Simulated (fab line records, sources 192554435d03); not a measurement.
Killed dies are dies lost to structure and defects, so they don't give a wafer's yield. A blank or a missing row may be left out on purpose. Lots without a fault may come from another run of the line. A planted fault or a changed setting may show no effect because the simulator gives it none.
Chamber matching | flow n5_finfet | N5_PMOS_HMC_CHANNEL_EPI_ETCH_38 on rie_si-01: 4 sister chambers
The step etches SiO2 in CF4, target depth 1.5 nm. 7 wafers are shown with their chamber, then 9 later ones without.

WAFERS WITH THEIR CHAMBER
wafer  | chamber | throttle_valve_pct (%) | oes_product_au (a.u.)
L081.5 | 0       | 21.72                  | 1.033
L082.1 | 1       | 21.71                  | 0.981
L084.2 | 0       | 21.71                  | 1.029
L084.6 | 3       | 21.97                  | 0.972
L085.1 | 2       | 22.07                  | 0.983
L085.4 | 3       | 21.98                  | 0.978
L085.5 | 2       | 22.08                  | 0.986

WAFERS WITHOUT THEIR CHAMBER
wafer  | throttle_valve_pct (%) | oes_product_au (a.u.)
L087.1 | 21.70                  | 0.994
L087.2 | 22.07                  | 0.982
L087.3 | 21.98                  | 0.973
L091.1 | 21.73                  | 1.035
L091.3 | 21.71                  | 0.974
L091.6 | 21.72                  | 1.029
L094.2 | 21.94                  | 0.968
L094.3 | 21.72                  | 1.022
L094.6 | 21.70                  | 0.987

WHICH CHAMBER EACH WENT THROUGH
wafer  | from the rows above | in truth
L087.1 | 1                   | 1
L087.2 | 2                   | 2
L087.3 | 3                   | 3
L091.1 | 0                   | 0
L091.3 | 1                   | 1
L091.6 | 0                   | 0
L094.2 | 3                   | 3
L094.3 | 0                   | 0
L094.6 | 1                   | 1
Placed correctly: 9 of 9. Can't be placed from these rows: 0. Placed wrongly: 0.
How it was worked out, from the rows above alone: a wafer's distance from a chamber is the root of the sum, over the readings, of the square of ((its reading less the chamber's mean) divided by the reading's scatter). The wafer belongs to the nearest chamber; if the next one is less than 2 further off, it can't be placed. A chamber's mean is the mean of its shown wafers. The scatter: the root of (the sum of the squares of (reading less its chamber's mean) over the shown wafers, divided by (wafers less chambers)).
